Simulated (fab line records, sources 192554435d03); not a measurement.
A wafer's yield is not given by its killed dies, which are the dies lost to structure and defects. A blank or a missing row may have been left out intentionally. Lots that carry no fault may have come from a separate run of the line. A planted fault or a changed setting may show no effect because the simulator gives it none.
Lot-split experiment :: flow n5Finfet :: 21 wafers read from 7 lots, route of 1938 steps

THE SPLIT ITSELF
At N5_BEOL_M4_HM_DEP_02 (deposits TiN, target thk 20 nm), the setting targetThkA was moved away from the recipe's 200 angstrom on 9 of the 21 wafers read, by -6.6% to +13.3%. The other wafers ran this setting at the recipe's value.

FROM THE SPLIT TO THE READING: what the file shows between them, 5 steps
- N5_BEOL_M4_COAT_61: time 60 s, resist thk 60 nm (also split here: timeS)
- N5_BEOL_M4_COAT_62: time 60 s, resist thk 12 nm
- N5_BEOL_M4_COAT_73: time 60 s, resist thk 5 nm
- N5_BEOL_M4_STRIP_75: strips in N2/H2
- N5_BEOL_M4_STRIP_66: strips in CF4

THE READING
etch.depthNm (the simulator's own value, which no gauge read), in nm, at N5_BEOL_M4_HM_OPEN_17 (chemistry Cl2/BCl3, target TiN, target depth 20 nm, overetch 6 nm). There is no usual value for it anywhere in the file. Average 20.17 nm, standard deviation 0.26 nm, over the 12 wafers here run with the recipe.

wafer: L079.3
tool, chamber at the split: pvdSputter-01, -
targetThkA as run, angstrom: 216.3
against the recipe: +8.2%
etch.depthNm, nm: 21.82
against lot-mates on the recipe: +2.10

wafer: L079.4
tool, chamber at the split: pvdSputter-01, -
targetThkA as run, angstrom: 200
against the recipe: recipe
etch.depthNm, nm: 19.72
against lot-mates on the recipe: -

wafer: L079.5
tool, chamber at the split: pvdSputter-01, -
targetThkA as run, angstrom: 216.3
against the recipe: +8.2%
etch.depthNm, nm: 21.88
against lot-mates on the recipe: +2.16

wafer: L087.2
tool, chamber at the split: pvdSputter-03, -
targetThkA as run, angstrom: 186.9
against the recipe: -6.6%
etch.depthNm, nm: 18.85
against lot-mates on the recipe: -0.94

wafer: L087.4
tool, chamber at the split: pvdSputter-03, -
targetThkA as run, angstrom: 200
against the recipe: recipe
etch.depthNm, nm: 19.79
against lot-mates on the recipe: -

wafer: L087.5
tool, chamber at the split: pvdSputter-03, -
targetThkA as run, angstrom: 186.9
against the recipe: -6.6%
etch.depthNm, nm: 18.52
against lot-mates on the recipe: -1.27

wafer: L089.2
tool, chamber at the split: pvdSputter-02, -
targetThkA as run, angstrom: 226.7
against the recipe: +13.3%
etch.depthNm, nm: 22.79
against lot-mates on the recipe: +2.37

wafer: L089.5
tool, chamber at the split: pvdSputter-02, -
targetThkA as run, angstrom: 200
against the recipe: recipe
etch.depthNm, nm: 20.42
against lot-mates on the recipe: -

wafer: L089.6
tool, chamber at the split: pvdSputter-02, -
targetThkA as run, angstrom: 226.7
against the recipe: +13.3%
etch.depthNm, nm: 22.45
against lot-mates on the recipe: +2.03

wafer: L091.1
tool, chamber at the split: pvdSputter-01, -
targetThkA as run, angstrom: 200
against the recipe: recipe
etch.depthNm, nm: 20.5
against lot-mates on the recipe: -

wafer: L091.4
tool, chamber at the split: pvdSputter-01, -
targetThkA as run, angstrom: 200
against the recipe: recipe
etch.depthNm, nm: 20.34
against lot-mates on the recipe: -

wafer: L091.6
tool, chamber at the split: pvdSputter-01, -
targetThkA as run, angstrom: 200
against the recipe: recipe
etch.depthNm, nm: 20.18
against lot-mates on the recipe: -

wafer: L093.2
tool, chamber at the split: pvdSputter-01, -
targetThkA as run, angstrom: 192.2
against the recipe: -3.9%
etch.depthNm, nm: 19.55
against lot-mates on the recipe: -0.83

wafer: L093.5
tool, chamber at the split: pvdSputter-01, -
targetThkA as run, angstrom: 200
against the recipe: recipe
etch.depthNm, nm: 20.39
against lot-mates on the recipe: -

wafer: L093.6
tool, chamber at the split: pvdSputter-01, -
targetThkA as run, angstrom: 200
against the recipe: recipe
etch.depthNm, nm: 20.37
against lot-mates on the recipe: -

wafer: L094.3
tool, chamber at the split: pvdSputter-02, -
targetThkA as run, angstrom: 200
against the recipe: recipe
etch.depthNm, nm: 19.88
against lot-mates on the recipe: -

wafer: L094.4
tool, chamber at the split: pvdSputter-02, -
targetThkA as run, angstrom: 200
against the recipe: recipe
etch.depthNm, nm: 20.12
against lot-mates on the recipe: -

wafer: L094.5
tool, chamber at the split: pvdSputter-02, -
targetThkA as run, angstrom: 200
against the recipe: recipe
etch.depthNm, nm: 19.95
against lot-mates on the recipe: -

wafer: L097.1
tool, chamber at the split: pvdSputter-02, -
targetThkA as run, angstrom: 200
against the recipe: recipe
etch.depthNm, nm: 20.38
against lot-mates on the recipe: -

wafer: L097.3
tool, chamber at the split: pvdSputter-02, -
targetThkA as run, angstrom: 188.4
against the recipe: -5.8%
etch.depthNm, nm: 19.21
against lot-mates on the recipe: -1.17

wafer: L097.5
tool, chamber at the split: pvdSputter-02, -
targetThkA as run, angstrom: 188.4
against the recipe: -5.8%
etch.depthNm, nm: 19.07
against lot-mates on the recipe: -1.31

THE FIT
A straight line over all 21 wafers: etch.depthNm changes by +0.193 nm for each +1% of targetThkA; r = +0.98; the points scatter about the line by 0.24 nm.
The same after taking each lot's own level away (the mean of its wafers on the recipe; 21 wafers): +0.191 nm for each +1%; r = +0.98; scatter 0.25 nm.
On that fit, the largest move of targetThkA shifts the reading by 2.5 nm.
The span of the lots' own levels, 19.720 to 20.420 nm, comes to 2.7 times the standard deviation stated above.
So the lot-to-lot level changes the slope little: the two slopes agree.
Check: for one of the wafers moved furthest among these (+13.3%), held out of the fit, the line's prediction against its lot-mates is +2.64 nm. It came out at +2.37 nm against them.

ADDITIONAL SPLITS CARRIED BY THESE WAFERS
Note: prior to the reading, these wafers also went through further splits. Each is held against what the fit with the lots' levels taken away leaves over:
other split on the same wafers: N5_BEOL_M4_COAT_61 timeS
wafers away from the commonest value: 8
r with etch.depthNm (lot level and that fit taken away): -0.07

THE WHOLE CHAIN: every reading that the file lists as answering this split, in the file's order
step: N5_BEOL_M4_HM_DEP_02
what it does: deposits TiN, target thk 20 nm
reading: TiN_of_BEOL_M4_HM_DEP_02.thkNm (the simulator's own value, which no gauge read)
change (the file's fit): +0.189 nm for each +1% of the setting
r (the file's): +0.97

step: N5_BEOL_M4_HM_OPEN_17
what it does: chemistry Cl2/BCl3, target TiN, target depth 20 nm, overetch 6 nm
reading: etch.depthNm (the simulator's own value, which no gauge read)
change (the file's fit): +0.192 nm for each +1% of the setting
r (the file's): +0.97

THE FILE'S OWN FIT
etch.depthNm changes by +0.192 nm for each +1% of targetThkA, r = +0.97.
